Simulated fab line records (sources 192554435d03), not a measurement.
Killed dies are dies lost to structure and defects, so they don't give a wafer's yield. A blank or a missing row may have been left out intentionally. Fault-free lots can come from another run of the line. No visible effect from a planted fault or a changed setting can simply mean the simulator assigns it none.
Matching of chambers / flow n5Finfet / N5_SD_EPI_N_ETCH_16 on rieDiel-04: 4 sister chambers
The step etches SiO2 in CHF3/O2, target depth 5 nm. 4 wafers are shown with their chamber, then 7 later ones without.

## WAFERS, EACH WITH ITS CHAMBER
wafer=L082.2; chamber=3; showerheadPlenumPTorr (Torr)=2.31
wafer=L083.5; chamber=0; showerheadPlenumPTorr (Torr)=2.58
wafer=L086.1; chamber=2; showerheadPlenumPTorr (Torr)=2.56
wafer=L086.4; chamber=1; showerheadPlenumPTorr (Torr)=2.37

## WAFERS WITH NO CHAMBER GIVEN
wafer=L086.5; showerheadPlenumPTorr (Torr)=2.58
wafer=L091.2; showerheadPlenumPTorr (Torr)=2.31
wafer=L091.3; showerheadPlenumPTorr (Torr)=2.56
wafer=L091.5; showerheadPlenumPTorr (Torr)=2.57
wafer=L092.2; showerheadPlenumPTorr (Torr)=2.56
wafer=L092.4; showerheadPlenumPTorr (Torr)=2.37
wafer=L092.5; showerheadPlenumPTorr (Torr)=2.57

## EACH ONE'S CHAMBER
wafer=L086.5; from the rows above=0; in truth=0
wafer=L091.2; from the rows above=3; in truth=3
wafer=L091.3; from the rows above=2; in truth=2
wafer=L091.5; from the rows above=can't be placed: 2 or 0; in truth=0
wafer=L092.2; from the rows above=2; in truth=2
wafer=L092.4; from the rows above=1; in truth=1
wafer=L092.5; from the rows above=can't be placed: 2 or 0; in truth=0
Placed correctly: 5 of 7. These rows do not allow placing 2 (true chamber among the candidates in 2). 0 placed wrongly.
How it was worked out, from the rows above alone: a wafer's distance from a chamber is the root of the sum, over the readings, of the square of ((its reading less the chamber's mean) divided by the reading's scatter). The wafer belongs to the nearest chamber; if the next one is less than 2 further off, it can't be placed. For every chamber, the mean is computed from those of its wafers that are shown. The scatter: root of mean squared gap, hidden wafer to nearest shown wafer, with one shown wafer a chamber.
